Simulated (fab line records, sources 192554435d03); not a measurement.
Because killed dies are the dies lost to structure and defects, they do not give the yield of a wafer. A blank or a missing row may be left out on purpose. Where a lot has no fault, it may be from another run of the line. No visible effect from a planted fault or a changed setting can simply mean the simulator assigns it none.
fab line records | flow n5_finfet
record: lots: 6 | wafers: 18 | last_day: 17
route steps=1938 shown BEOL_M9@1438 PASSIVATION@1936
lots that met no fault: from a run of the same line without faults
start_h: hours from the record's first day to the start of the lot's first wafer shown | wait_h: time in hours since the lot's previous step | " same as the row above | L1.1+2: one row covering several wafers at once | - either no value or no given start | * or withheld: withheld | < > ~ a bound
route shown NAME@n: NAME is a module with steps in the file, n the number in the route of the first one | usual: mean and standard deviation over wafers with no fault | same: alike in all rows | chamber/n: place in a boat | sites: each site's reading | _std_site: the standard deviation of these | _edge_site: mean of outer sites minus mean of inner sites | radius_mm: for every site, how far away it sits from the centre of the wafer | mask NAME#n: copy n | behind: the last tool/chamber to shape the wafer | hold: reason for holding the lot/hours on hold/outcome of the hold | device: names the non-switching transistor (n, p or np) | end of line: the route-end tests of the same wafers | a step given without rows: its recipe and nothing more | killed: dies lost to structure and defects at the first sort, not the wafer's yield | map: a wafer's dies, marking killed ones x, the rest . and places with no die _
set.NAME: the setting as run; set.NAME@STEP: as run at that earlier step | model.NAME: the simulator's own value behind a step, which no gauge read
lots seen at some steps along the route; tables by step, rows by wafer
services: from which hour (start_h, from the record's first day; less than 0 if before it) a tool's chamber was out of use, for how many hours, and why
== steps ==
step: N5_BEOL_M9_ETCH_76
recipe: chemistry: N2/H2 | target: underlayer | target_depth_a: 65 | mask_material: CAR-EUV | time_s: 5.2 | ion_energy_ev: 200 | pressure_mtorr: 30 | source_w: 840 | bias_w: 150 | n2_flow_sccm: 200 | h2_flow_sccm: 200 | ends: cleared
usual: chamber_pressure_mTorr: 30.00/0.041 | drypump_motor_current_A: 5.9/0.58 | etch_rf_on_time_s: 5.25/0.2 | oes_product_au: 0.66/0.061 | rf_vpp_V: 523.5/2.6 | showerhead_plenum_p_Torr: 2.53/0.083 | throttle_valve_pct: 17.82/0.22
lot.wafer | tool        | chamber | start_h | wait_h | chamber_pressure_mTorr | drypump_motor_current_A | etch_rf_on_time_s | oes_product_au | rf_hours_counter_h | rf_vpp_V | showerhead_plenum_p_Torr | throttle_valve_pct
L228.1    | rie_diel-01 | 1       | 240.67  | 0.0    | 30.02                  | 6.3                     | 5.31              | 0.73           | 62                 | 523.5    | 2.56                     | 17.88
L228.2    | "           | 0       | "       | "      | 29.99                  | 5.1                     | 4.92              | 0.74           | 55                 | 523.0    | 2.47                     | 17.63
L228.3    | "           | 3       | "       | "      | 30.04                  | 6.3                     | 5.34              | 0.62           | 198                | 526.6    | 2.50                     | 17.39
L236.1    | rie_diel-04 | 3       | 284.08  | 0.0    | 30.00                  | 6.7                     | 5.04              | 0.66           | 165                | 520.5    | 2.42                     | 17.63
L236.3    | "           | 1       | "       | "      | 29.93                  | 5.0                     | 5.06              | 0.72           | 64                 | 525.0    | 2.60                     | 18.04
L236.6    | "           | 1       | "       | "      | 30.01                  | 5.0                     | 5.06              | 0.72           | -                  | 524.2    | 2.60                     | 18.00
L235.2    | rie_diel-04 | 3       | 286.14  | 0.0    | 30.08                  | 6.7                     | 5.09              | 0.67           | 167                | 520.2    | 2.42                     | 17.62
L235.4    | "           | 2       | "       | "      | 30.00                  | 5.7                     | 5.58              | 0.59           | -                  | 519.6    | 2.42                     | 17.73
L235.5    | "           | 1       | "       | "      | 30.06                  | 5.0                     | 5.09              | 0.72           | -                  | 525.3    | 2.60                     | 18.04
L237.2    | rie_diel-02 | 2       | 291.82  | 0.0    | 30.03                  | 6.2                     | 5.18              | 0.72           | 49                 | 529.9    | 2.68                     | 17.62
L237.3    | "           | 3       | "       | "      | 30.00                  | 6.0                     | 5.34              | 0.59           | 209                | 523.2    | 2.50                     | 18.19
L237.4    | "           | 1       | "       | "      | 30.00                  | 5.4                     | 5.18              | 0.62           | 192                | 525.0    | 2.53                     | 17.83
L242.1    | rie_diel-04 | 1       | 323.30  | 0.0    | 30.00                  | 5.0                     | 5.09              | 0.71           | 76                 | 522.2    | 2.60                     | 18.04
L242.3    | "           | 0       | "       | "      | 29.99                  | 6.1                     | 5.53              | 0.58           | 216                | 527.2    | 2.63                     | 18.15
L242.6    | "           | 2       | "       | "      | 29.95                  | 5.8                     | 5.54              | 0.58           | -                  | 520.8    | 2.42                     | 17.76
L246.2    | rie_diel-01 | 2       | 349.18  | 0.0    | 30.10                  | 6.8                     | 5.21              | 0.63           | 173                | 517.7    | 2.45                     | 17.72
L246.3    | "           | 1       | "       | "      | 30.02                  | 6.4                     | 5.54              | 0.67           | 96                 | 525.8    | 2.55                     | 17.95
L246.5    | "           | 2       | "       | "      | 30.02                  | 6.8                     | 5.22              | 0.63           | -                  | 523.5    | 2.45                     | 17.75
step: N5_BEOL_M9_ETCH_65
recipe: chemistry: CF4 | target: SiARC | target_depth_a: 156 | mask_material: CAR-EUV | time_s: 26 | ion_energy_ev: 80 | pressure_mtorr: 40 | source_w: 545 | bias_w: 36 | Ar_flow_sccm: 100 | cf4_flow_sccm: 100 | ends: cleared
usual: cf4_flow_sccm: 100.0/0.3 | chamber_pressure_mTorr: 40.00/0.036 | drypump_motor_current_A: 5.9/0.58 | etch_rf_on_time_s: 26.3/1.1 | oes_product_au: 0.66/0.063 | rf_vpp_V: 183.8/1.1 | showerhead_plenum_p_Torr: 2.13/0.065 | throttle_valve_pct: 15.55/0.2
lot.wafer | tool        | chamber | start_h | wait_h | cf4_flow_sccm | chamber_pressure_mTorr | drypump_motor_current_A | etch_rf_on_time_s | oes_product_au | rf_hours_counter_h | rf_vpp_V | showerhead_plenum_p_Torr | throttle_valve_pct
L228.1    | rie_diel-01 | 1       | 240.69  | 0.0    | 99.3          | 39.97                  | 6.3                     | 26.6              | 0.72           | 62                 | 184.8    | 2.17                     | 15.66
L228.2    | "           | 0       | "       | "      | 100.5         | 40.03                  | 5.1                     | 24.8              | 0.74           | 55                 | 182.8    | 2.08                     | 15.25
L228.3    | "           | 3       | "       | "      | 99.1          | 40.03                  | 6.2                     | 27.0              | 0.62           | 198                | 184.8    | 2.11                     | 15.38
L236.1    | rie_diel-04 | 3       | 284.10  | 0.0    | 99.9          | 40.00                  | 6.6                     | 25.5              | 0.66           | 165                | 184.4    | 2.06                     | 15.51
L236.3    | "           | 1       | "       | "      | 100.3         | 40.04                  | 5.0                     | 25.2              | 0.72           | 64                 | 183.9    | 2.17                     | 15.55
L236.6    | "           | 1       | "       | "      | 100.0         | 39.99                  | 5.0                     | 25.0              | 0.73           | -                  | 182.9    | 2.17                     | 15.53
L235.2    | rie_diel-04 | 3       | 286.16  | 0.0    | 99.7          | 39.97                  | 6.6                     | 25.4              | 0.66           | 167                | 183.1    | 2.06                     | 15.51
L235.4    | "           | 2       | "       | "      | 99.7          | 39.99                  | 5.7                     | 27.2              | 0.60           | -                  | 182.1    | 2.05                     | 15.55
L235.5    | "           | 1       | "       | "      | 99.8          | 39.99                  | 5.0                     | 25.1              | 0.72           | -                  | 184.1    | 2.17                     | 15.55
L237.2    | rie_diel-02 | 2       | 291.84  | 0.0    | 99.7          | 39.99                  | 6.2                     | 25.3              | 0.72           | 49                 | 186.4    | 2.27                     | 15.45
L237.3    | "           | 3       | "       | "      | 100.0         | 39.99                  | 6.0                     | 27.0              | 0.58           | 209                | 182.7    | 2.13                     | 16.05
L237.4    | "           | 1       | "       | "      | 100.1         | 39.99                  | 5.4                     | 25.8              | 0.63           | 192                | 185.2    | 2.13                     | 15.65
L242.1    | rie_diel-04 | 1       | 323.32  | 0.0    | 100.6         | 39.92                  | 5.0                     | 25.2              | 0.70           | 76                 | 183.4    | 2.16                     | 15.55
L242.3    | "           | 0       | "       | "      | 99.7          | 39.98                  | 6.1                     | 27.6              | 0.58           | 216                | 184.9    | 2.21                     | 15.80
L242.6    | "           | 2       | "       | "      | 99.4          | 40.02                  | 5.7                     | 27.2              | 0.59           | -                  | 182.7    | 2.04                     | 15.60
L246.2    | rie_diel-01 | 2       | 349.19  | 0.0    | 100.2         | 40.04                  | 6.8                     | 25.7              | 0.62           | 173                | 181.7    | 2.06                     | 15.37
L246.3    | "           | 1       | "       | "      | 100.0         | 39.96                  | 6.3                     | 27.1              | 0.69           | 96                 | 183.7    | 2.16                     | 15.74
L246.5    | "           | 2       | "       | "      | 100.6         | 40.03                  | 6.8                     | 25.8              | 0.63           | -                  | 183.9    | 2.06                     | 15.38
step: N5_BEOL_M9_ETCH_66
recipe: chemistry: N2/H2 | target: SOC | target_depth_a: 800 | overetch_a: 160 | mask_material: SiARC | temp_c: 40 | time_s: 120 | ion_energy_ev: 200 | pressure_mtorr: 30 | source_w: 840 | bias_w: 150 | n2_flow_sccm: 200 | h2_flow_sccm: 200
step: N5_BEOL_M9_STRIP_69
recipe: chemistry: N2/H2 | temp_c: 40 | n2_flow_sccm: 200 | h2_flow_sccm: 200 | rf_frequency_hz: 6e+07
step: N5_BEOL_M9_STRIP_77
recipe: chemistry: N2/H2 | temp_c: 40 | n2_flow_sccm: 200 | h2_flow_sccm: 200 | rf_frequency_hz: 6e+07
step: N5_BEOL_M9_VIA_ETCH_34
recipe: chemistry: C4F6/O2 | target: SiCOH_lowk | target_depth_a: 1824 | mask_material: SOC | taper_deg: 4 | time_s: 68.4 | ion_energy_ev: 250 | pressure_mtorr: 30 | source_w: 345 | bias_w: 185 | Ar_flow_sccm: 300 | C4F6_flow_sccm: 10 | O2_flow_sccm: 10
usual: chamber_pressure_mTorr: 29.999/0.028 | drypump_motor_current_A: 5.9/0.58 | oes_product_au: 0.77/0.07 | rf_vpp_V: 664/20 | showerhead_plenum_p_Torr: 2.83/0.095 | throttle_valve_pct: 20.81/0.26
lot.wafer | tool        | chamber | start_h | wait_h | chamber_pressure_mTorr | drypump_motor_current_A | oes_product_au | rf_hours_counter_h | rf_vpp_V | showerhead_plenum_p_Torr | throttle_valve_pct
L228.1    | rie_diel-01 | 1       | 240.82  | 0.0    | 29.999                 | 6.3                     | 0.84           | 62                 | 633      | 2.91                     | 21.21
L228.2    | "           | 0       | "       | "      | 29.997                 | 5.1                     | 0.87           | 55                 | 673      | 2.75                     | 20.44
L228.3    | "           | 3       | "       | "      | 30.031                 | 6.3                     | 0.71           | 198                | 655      | 2.80                     | 20.54
L236.1    | rie_diel-04 | 3       | 284.23  | 0.0    | 30.029                 | 6.6                     | 0.77           | 165                | 667      | 2.72                     | 20.63
L236.3    | "           | 1       | "       | "      | 29.996                 | 5.0                     | 0.83           | 65                 | 651      | 2.89                     | 20.96
L236.6    | "           | 1       | "       | "      | 29.964                 | 5.0                     | 0.85           | -                  | 650      | 2.89                     | 20.96
L235.2    | rie_diel-04 | 3       | 286.29  | 0.0    | 30.027                 | 6.7                     | 0.77           | 167                | 669      | 2.72                     | 20.62
L235.4    | "           | 2       | "       | "      | 30.013                 | 5.7                     | 0.70           | -                  | 673      | 2.70                     | 20.73
L235.5    | "           | 1       | "       | "      | 30.053                 | 5.0                     | 0.82           | -                  | 652      | 2.89                     | 20.96
L237.2    | rie_diel-02 | 2       | 291.97  | 0.0    | 29.974                 | 6.2                     | 0.85           | 49                 | 651      | 3.00                     | 20.75
L237.3    | "           | 3       | "       | "      | 30.005                 | 6.0                     | 0.69           | 209                | 680      | 2.81                     | 21.26
L237.4    | "           | 1       | "       | "      | 29.978                 | 5.4                     | 0.73           | 192                | 663      | 2.83                     | 20.85
L242.1    | rie_diel-04 | 1       | 323.45  | 0.0    | 30.063                 | 5.0                     | 0.82           | 76                 | 652      | 2.89                     | 20.97
L242.3    | "           | 0       | "       | "      | 29.980                 | 6.1                     | 0.69           | 217                | 712      | 2.93                     | 21.06
L242.6    | "           | 2       | "       | "      | 29.979                 | 5.7                     | 0.69           | -                  | 673      | 2.70                     | 20.73
L246.2    | rie_diel-01 | 2       | 349.32  | 0.0    | 30.006                 | 6.8                     | 0.73           | 173                | 673      | 2.71                     | 20.48
L246.3    | "           | 1       | "       | "      | 29.988                 | 6.4                     | 0.79           | 96                 | 632      | 2.89                     | 21.25
L246.5    | "           | 2       | "       | "      | 29.997                 | 6.8                     | 0.75           | -                  | 673      | 2.71                     | 20.47
step: N5_BEOL_M9_STRIP_73
recipe: chemistry: C4F6/O2 | resist: SiARC | rf_frequency_hz: 6e+07
step: N5_BEOL_M9_STRIP_36
recipe: chemistry: N2/H2 | power_w: 450 | temp_c: 40 | pressure_mtorr: 20 | rf_frequency_hz: 6e+07 | overash_fraction: 0.3 | bias_power_w: 7 | h2_frac: 0.5 | n2_flow_sccm: 200 | h2_flow_sccm: 200
usual: chamber_pressure_mTorr: 20.00/0.034 | drypump_motor_current_A: 5.9/0.58 | oes_product_au: 0.78/0.07 | rf_vpp_V: 59.0/1.5 | showerhead_plenum_p_Torr: 2.53/0.084 | throttle_valve_pct: 23.6/0.33
lot.wafer | tool        | chamber | start_h | wait_h | chamber_pressure_mTorr | drypump_motor_current_A | oes_product_au | rf_hours_counter_h | rf_vpp_V | showerhead_plenum_p_Torr | throttle_valve_pct
L228.1    | rie_diel-01 | 1       | 240.88  | 0.0    | 19.97                  | 6.4                     | 0.86           | 62                 | 61.0     | 2.56                     | 23.8
L228.2    | "           | 0       | "       | "      | 20.00                  | 5.1                     | 0.87           | 55                 | 58.3     | 2.47                     | 23.5
L228.3    | "           | 3       | "       | "      | 20.05                  | 6.3                     | 0.72           | 198                | 58.8     | 2.49                     | 23.0
L236.1    | rie_diel-04 | 3       | 284.29  | 0.0    | 19.96                  | 6.6                     | 0.78           | 165                | 59.3     | 2.42                     | 23.4
L236.3    | "           | 1       | "       | "      | 19.97                  | 5.0                     | 0.83           | 65                 | 58.7     | 2.60                     | 24.0
L236.6    | "           | 1       | "       | "      | 19.96                  | 5.0                     | 0.82           | -                  | 58.9     | 2.60                     | 24.0
L235.2    | rie_diel-04 | 3       | 286.35  | 0.0    | 19.97                  | 6.7                     | 0.77           | 167                | 56.6     | 2.42                     | 23.4
L235.4    | "           | 2       | "       | "      | 19.96                  | 5.7                     | 0.71           | -                  | 58.3     | 2.42                     | 23.5
L235.5    | "           | 1       | "       | "      | 19.95                  | 5.0                     | 0.82           | -                  | 59.8     | 2.60                     | 24.0
L237.2    | rie_diel-02 | 2       | 292.03  | 0.0    | 20.04                  | 6.2                     | 0.84           | 49                 | 56.9     | 2.67                     | 23.4
L237.3    | "           | 3       | "       | "      | 20.00                  | 6.0                     | 0.67           | 209                | 58.4     | 2.50                     | 24.0
L237.4    | "           | 1       | "       | "      | 20.01                  | 5.4                     | 0.73           | 192                | 58.2     | 2.53                     | 23.5
L242.1    | rie_diel-04 | 1       | 323.51  | 0.0    | 20.01                  | 5.0                     | 0.80           | 76                 | 56.8     | 2.59                     | 24.0
L242.3    | "           | 0       | "       | "      | 19.91                  | 6.0                     | 0.69           | 217                | 59.8     | 2.63                     | 24.1
L242.6    | "           | 2       | "       | "      | 19.93                  | 5.7                     | 0.70           | -                  | 57.7     | 2.42                     | 23.5
L246.2    | rie_diel-01 | 2       | 349.39  | 0.0    | 20.03                  | 6.8                     | 0.75           | 173                | 59.0     | 2.45                     | 23.5
L246.3    | "           | 1       | "       | "      | 19.94                  | 6.4                     | 0.81           | 96                 | 59.8     | 2.55                     | 23.8
L246.5    | "           | 2       | "       | "      | 20.00                  | 6.8                     | 0.75           | -                  | 59.8     | 2.45                     | 23.5
step: N5_BEOL_M9_TRENCH_ETCH_37
recipe: chemistry: C4F6/O2 | target_depth_a: 1514.3 | target: SiCOH_lowk | time_s: 49 | ion_energy_ev: 250 | pressure_mtorr: 30 | source_w: 345 | bias_w: 185 | Ar_flow_sccm: 300 | C4F6_flow_sccm: 10 | O2_flow_sccm: 10
step: N5_BEOL_M9_ETCH_41
recipe: chemistry: CH3F/O2 | target: SiCN | target_depth_a: 366 | taper_deg: 2 | time_s: 70.1 | ion_energy_ev: 120 | mask_material: TiN | pressure_mtorr: 30 | source_w: 395 | bias_w: 75 | Ar_flow_sccm: 150 | CH3F_flow_sccm: 30 | O2_flow_sccm: 20
step: N5_BEOL_M9_STRIP_80
recipe: chemistry: N2/H2 | time_s: 10 | power_w: 450 | temp_c: 40 | pressure_mtorr: 20 | rf_frequency_hz: 6e+07 | bias_power_w: 7 | n2_flow_sccm: 200 | h2_flow_sccm: 200
usual: chamber_pressure_mTorr: 20.001/0.018 | drypump_motor_current_A: 5.9/0.59 | oes_product_au: 0.78/0.07 | rf_vpp_V: 59.1/0.85 | showerhead_plenum_p_Torr: 2.53/0.084 | throttle_valve_pct: 23.6/0.33
lot.wafer | tool        | chamber | start_h | wait_h | chamber_pressure_mTorr | drypump_motor_current_A | oes_product_au | rf_hours_counter_h | rf_vpp_V | showerhead_plenum_p_Torr | throttle_valve_pct
L228.1    | rie_diel-01 | 1       | -       | -      | 19.989                 | 6.3                     | 0.85           | 62                 | 59.8     | 2.56                     | 23.8
L228.2    | "           | 0       | "       | "      | 19.997                 | 5.1                     | 0.88           | 56                 | 59.1     | 2.47                     | 23.5
L228.3    | "           | 3       | "       | "      | 19.996                 | 6.3                     | 0.73           | 198                | 58.9     | 2.49                     | 23.0
L236.1    | rie_diel-04 | 3       | -       | -      | 20.034                 | 6.7                     | 0.77           | 166                | 59.2     | 2.42                     | 23.4
L236.3    | "           | 1       | "       | "      | 20.002                 | 5.0                     | 0.83           | 65                 | 59.0     | 2.60                     | 24.0
L236.6    | "           | 1       | "       | "      | 20.007                 | 5.0                     | 0.82           | -                  | 59.1     | 2.60                     | 24.0
L235.2    | rie_diel-04 | 3       | -       | -      | 19.986                 | 6.7                     | 0.77           | 167                | 58.7     | 2.42                     | 23.4
L235.4    | "           | 2       | "       | "      | 19.969                 | 5.7                     | 0.72           | -                  | 59.8     | 2.42                     | 23.5
L235.5    | "           | 1       | "       | "      | 19.996                 | 5.0                     | 0.81           | -                  | 60.0     | 2.60                     | 24.0
L237.2    | rie_diel-02 | 2       | -       | -      | 20.011                 | 6.2                     | 0.84           | 49                 | 58.8     | 2.67                     | 23.4
L237.3    | "           | 3       | "       | "      | 20.058                 | 6.0                     | 0.67           | 209                | 59.5     | 2.50                     | 24.0
L237.4    | "           | 1       | "       | "      | 19.978                 | 5.4                     | 0.71           | 192                | 58.0     | 2.53                     | 23.5
L242.1    | rie_diel-04 | 1       | -       | -      | 19.974                 | 5.1                     | 0.81           | 76                 | 58.6     | 2.59                     | 24.0
L242.3    | "           | 0       | "       | "      | 20.009                 | 6.1                     | 0.70           | 217                | 59.7     | 2.63                     | 24.1
L242.6    | "           | 2       | "       | "      | 19.983                 | 5.7                     | 0.71           | -                  | 57.8     | 2.42                     | 23.5
L246.2    | rie_diel-01 | 2       | -       | -      | 19.989                 | 6.8                     | 0.75           | 173                | 58.5     | 2.45                     | 23.5
L246.3    | "           | 1       | "       | "      | 20.006                 | 6.4                     | 0.82           | 96                 | 59.7     | 2.55                     | 23.8
L246.5    | "           | 2       | "       | "      | 19.998                 | 6.8                     | 0.75           | -                  | 59.1     | 2.45                     | 23.5
step: N5_BEOL_M9_OCD_MEAS_38
usual: trench_depth_nm: 150/4.6
lot.wafer | tool   | chamber | start_h | wait_h | trench_depth_nm
L228.1    | ocd-01 | -       | 241.09  | -      | 148
L228.2    | "      | -       | "       | "      | 158
L228.3    | "      | -       | "       | "      | 146
L236.1    | ocd-01 | -       | 284.50  | -      | 154
L236.3    | "      | -       | "       | "      | 152
L236.6    | "      | -       | "       | "      | 152
L235.2    | ocd-01 | -       | 286.56  | -      | 152
L235.4    | "      | -       | "       | "      | 145
L235.5    | "      | -       | "       | "      | 153
L237.2    | ocd-02 | -       | 292.24  | -      | 154
L237.3    | "      | -       | "       | "      | 148
L237.4    | "      | -       | "       | "      | 150
L242.1    | ocd-02 | -       | 323.72  | -      | 153
L242.3    | "      | -       | "       | "      | 145
L242.6    | "      | -       | "       | "      | 145
L246.2    | ocd-01 | -       | 349.60  | -      | 152
L246.3    | "      | -       | "       | "      | 144
L246.5    | "      | -       | "       | "      | 152
step: N5_BEOL_M9_HM_STRIP_39
recipe: chemistry: peroxide_tin_strip | material: TiN | target_depth_a: 250 | temp_c: 50 | time_s: 158
usual: run_length_s: 168/3.9
lot.wafer | tool         | chamber | start_h | wait_h | run_length_s
L228.1    | wet_bench-01 | 3       | 241.13  | 0.0    | 165
L228.2    | "            | 5       | "       | "      | 163
L228.3    | "            | 6       | "       | "      | 164
L236.1    | wet_bench-06 | 0       | 284.54  | 0.0    | 173
L236.3    | "            | 4       | "       | "      | 171
L236.6    | "            | 2       | "       | "      | 170
L235.2    | wet_bench-06 | 2       | 286.59  | 0.0    | 116
L235.4    | "            | 4       | "       | "      | 117
L235.5    | "            | 3       | "       | "      | 118
L237.2    | wet_bench-06 | 0       | 292.28  | 0.0    | 118
L237.3    | "            | 6       | "       | "      | 116
L237.4    | "            | 1       | "       | "      | 115
L242.1    | wet_bench-04 | 0       | 323.76  | 0.0    | 165
L242.3    | "            | 4       | "       | "      | 163
L242.6    | "            | 5       | "       | "      | 164
L246.2    | wet_bench-04 | 2       | 349.63  | 0.0    | 165
L246.3    | "            | 5       | "       | "      | 165
L246.5    | "            | 6       | "       | "      | 164
step: N5_BEOL_M9_SRD_40
recipe: time_s: 30 | temp_c: 23 | rinse_liquid: diw | dry: ipa_marangoni
step: N5_PASSIVATION_PROBE_49
usual: defect_limited_yield: 91.3/1.4 | killed_at_M0_to_M3: 32/9.5 | killed_at_M4_up: 14/5.2 | killed_at_contacts: 13/5.7 | killed_at_front_end: 41/12 | killed_at_other: 3.5/2.6 | killed_dies: 103/17 | killed_open: 68/14 | killed_short: 32/7 | sort_bin_5_function: 5.0/0.91 | sort_bin_6_memory: 3.3/0.7 | sort_bin_8_speed: 0.03/0.22 | sort_n_pass: 1076/17 | sort_yield_pct: 91.2/1.4
same: gross_dies: 1180 | killed_at_back_side: 0 | sort_bin_4_leakage[%]: 0
lot.wafer | tool      | chamber | start_h | wait_h | defect_limited_yield[%] | killed_at_M0_to_M3 | killed_at_M4_up | killed_at_contacts | killed_at_front_end | killed_at_other | killed_dies | killed_open | killed_short | sort_bin_5_function[%] | sort_bin_6_memory[%] | sort_bin_8_speed[%] | sort_n_pass | sort_yield_pct[%]
L228.1    | prober-01 | -       | 301.33  | 0.0    | 91.9                    | 28                 | 16              | 8                  | 38                  | 5               | 95          | 65          | 28           | 5.0                    | 2.8                  | 0                   | 1085        | 91.9
L228.2    | prober-01 | -       | 301.38  | 0.1    | 92.0                    | 45                 | 9               | 7                  | 30                  | 3               | 94          | 69          | 22           | 5.5                    | 2.4                  | 0                   | 1086        | 92.0
L228.3    | prober-01 | -       | 301.43  | 0.1    | 90.8                    | 57                 | 13              | 8                  | 29                  | 1               | 108         | 66          | 39           | 5.8                    | 3.0                  | 0                   | 1072        | 90.8
L236.1    | prober-01 | -       | 341.68  | 0.0    | 90.9                    | 27                 | 14              | 11                 | 53                  | 2               | 107         | 65          | 36           | 5.4                    | 2.9                  | 0                   | 1073        | 90.9
L236.3    | prober-01 | -       | 341.78  | 0.1    | 89.3                    | 37                 | 13              | 16                 | 56                  | 4               | 126         | 82          | 44           | 6.1                    | 4.4                  | 0                   | 1054        | 89.3
L236.6    | prober-01 | -       | 341.93  | 0.3    | 92.8                    | 30                 | 9               | 16                 | 24                  | 6               | 85          | 61          | 23           | 4.4                    | 2.5                  | 0                   | 1095        | 92.8
L235.2    | prober-01 | -       | 342.42  | 0.1    | 87.6                    | 32                 | 10              | 24                 | 62                  | 18              | 146         | 82          | 51           | 6.9                    | 4.1                  | 0                   | 1034        | 87.6
L235.4    | prober-01 | -       | 342.52  | 0.2    | 90.4                    | 22                 | 8               | 13                 | 61                  | 9               | 113         | 71          | 37           | 5.2                    | 3.6                  | 0                   | 1067        | 90.4
L235.5    | prober-01 | -       | 342.57  | 0.2    | 90.4                    | 16                 | 22              | 10                 | 59                  | 6               | 113         | 72          | 35           | 5.4                    | 3.4                  | 0                   | 1067        | 90.4
L246.2    | prober-02 | -       | 407.21  | 0.1    | 92.0                    | 25                 | 12              | 21                 | 34                  | 2               | 94          | 65          | 27           | 5.2                    | 2.2                  | 0.34                | 1082        | 91.7
L246.3    | prober-02 | -       | 407.26  | 0.1    | 90.4                    | 50                 | 9               | 18                 | 36                  | 0               | 113         | 80          | 32           | 6.0                    | 3.1                  | 0                   | 1067        | 90.4
L246.5    | prober-02 | -       | 407.36  | 0.2    | 91.1                    | 18                 | 13              | 21                 | 49                  | 4               | 105         | 62          | 33           | 4.7                    | 3.0                  | 0                   | 1075        | 91.1
killed by level:class
L228.1 BEOL_M2:geometric_particle:open=9 FIN_SAQP:geometric_particle:open=8 STI_FIN_REVEAL:geometric_particle:open=6 GATE_CUT:geometric_particle:short=6 GATE_CUT:geometric_particle:open=6 MOL_CONTACT_COAG:geometric_particle:open=6 BEOL_M3:geometric_particle:open=5 BEOL_M4:geometric_particle:open=5
L228.2 STI_FIN_REVEAL:geometric_particle:open=12 BEOL_M3:geometric_particle:open=10 MOL_CONTACT_COAG:geometric_particle:open=7 BEOL_M0_SAQP:geometric_particle:short=7 BEOL_M2:geometric_particle:open=7 BEOL_M0_SAQP:geometric_particle:open=6 BEOL_M1:geometric_particle:open=6 BEOL_M0:geometric_particle:open=5
L228.3 BEOL_M0_SAQP:geometric_particle:short=19 BEOL_M3:geometric_particle:open=12 BEOL_M0_SAQP:geometric_particle:open=9 BEOL_M0:geometric_particle:open=9 FIN_SAQP:geometric_particle:short=7 MOL_CONTACT_COAG:geometric_particle:open=7 BEOL_M4:geometric_particle:open=7 STI_FIN_REVEAL:geometric_particle:open=5
L236.1 FIN_SAQP:geometric_particle:open=14 MOL_CONTACT_COAG:geometric_particle:open=10 BEOL_M0:geometric_particle:open=10 GATE_CUT:geometric_particle:short=9 BEOL_M1:geometric_particle:open=8 FIN_SAQP:geometric_particle:short=8 BEOL_M4:geometric_particle:open=7 HKMG_FIN:area_etch=6
L236.3 FIN_SAQP:geometric_particle:open=18 MOL_CONTACT_COAG:geometric_particle:open=12 FIN_SAQP:geometric_particle:short=9 GATE_CUT:geometric_particle:short=9 BEOL_M1:geometric_particle:open=9 BEOL_M0_SAQP:geometric_particle:open=6 BEOL_M3:geometric_particle:open=5 BEOL_M4:geometric_particle:open=5
L236.6 MOL_CONTACT_COAG:geometric_particle:open=16 BEOL_M2:geometric_particle:open=7 FIN_SAQP:geometric_particle:open=6 GATE_CUT:geometric_particle:short=5 BEOL_M0_SAQP:geometric_particle:short=5 BEOL_M1:geometric_particle:open=5 DUMMY_GATE:geometric_particle:open=3 BEOL_M0:geometric_particle:open=3
L235.2 MOL_CONTACT_COAG:geometric_particle:open=19 STI_FIN_REVEAL:geometric_particle:open=13 HKMG_FIN:area_etch=13 BEOL_M0_SAQP:geometric_particle:short=11 FIN_SAQP:geometric_particle:open=10 STI_FIN_REVEAL:geometric_particle:short=6 GATE_CUT:geometric_particle:short=6 MOL_CONTACT_COAG:geometric_particle:short=5
L235.4 STI_FIN_REVEAL:geometric_particle:open=20 MOL_CONTACT_COAG:geometric_particle:open=10 FIN_SAQP:geometric_particle:open=9 STI_FIN_REVEAL:geometric_particle:short=7 BEOL_M2:geometric_particle:open=7 ILD0:geometric_particle:short=5 FIN_SAQP:geometric_particle:short=4 BEOL_M0:geometric_particle:open=4
L235.5 FIN_SAQP:geometric_particle:open=14 GATE_CUT:geometric_particle:short=10 BEOL_M4:geometric_particle:open=9 MOL_CONTACT_COAG:geometric_particle:open=8 STI_FIN_REVEAL:geometric_particle:open=7 FIN_SAQP:geometric_particle:short=6 HKMG_FIN:area_etch=6 BEOL_M5:geometric_particle:open=4
L246.2 FIN_SAQP:geometric_particle:open=16 MOL_CONTACT_COAG:geometric_particle:open=15 DUMMY_GATE:geometric_particle:open=7 BEOL_M0_SAQP:geometric_particle:open=7 BEOL_M0_SAQP:geometric_particle:short=7 FIN_SAQP:geometric_particle:short=6 MOL_CONTACT_COAG:geometric_particle:short=6 STI_FIN_REVEAL:geometric_particle:open=3
L246.3 MOL_CONTACT_COAG:geometric_particle:open=14 BEOL_M0_SAQP:geometric_particle:open=13 FIN_SAQP:geometric_particle:open=12 BEOL_M0_SAQP:geometric_particle:short=11 BEOL_M3:geometric_particle:open=9 FIN_SAQP:geometric_particle:short=7 BEOL_M1:geometric_particle:open=7 DUMMY_GATE:geometric_particle:open=6
L246.5 MOL_CONTACT_COAG:geometric_particle:open=17 FIN_SAQP:geometric_particle:short=11 FIN_SAQP:geometric_particle:open=9 HKMG_FIN:area_etch=9 BEOL_M0_SAQP:geometric_particle:open=7 BEOL_M5:geometric_particle:open=6 GATE_CUT:geometric_particle:short=5 STI_FIN_REVEAL:geometric_particle:open=4
== services ==
tool        | chamber | start_h | hours | kind
rie_diel-01 | 2       | 220.07  | 16.1  | repair
rie_diel-02 | 0       | 264.59  | 16.2  | repair
rie_diel-02 | -       | 271.50  | 14.6  | pm
rie_diel-04 | 1       | 310.45  | 4.1   | repair
== key ==
first_sign: step: N5_BEOL_M9_HM_STRIP_39 | reading: run_length_s | direction: down | sigmas: 13 | usual: * | struck: *
effect none on later readings
met_at N5_BEOL_M9_HM_STRIP_39
struck_wafers L235.2,L235.4,L235.5,L237.2,L237.3,L237.4
baseline_loss: step: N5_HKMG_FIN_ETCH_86 | wafers: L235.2
onset_between 284.54 286.59
fault: kind: process_parameter_drift | tool: wet_bench-06 | chamber: - | onset_h: 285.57 | steps: N5_BEOL_M9_HM_STRIP_39 | channel: time_s | offset: * | shape: step | end_h: 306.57 | acts_in: * | stated: *
baseline_loss: these wafers lose ten dies or more at that step, a loss of the line's own and not of a fault; the sort's usual values leave them out
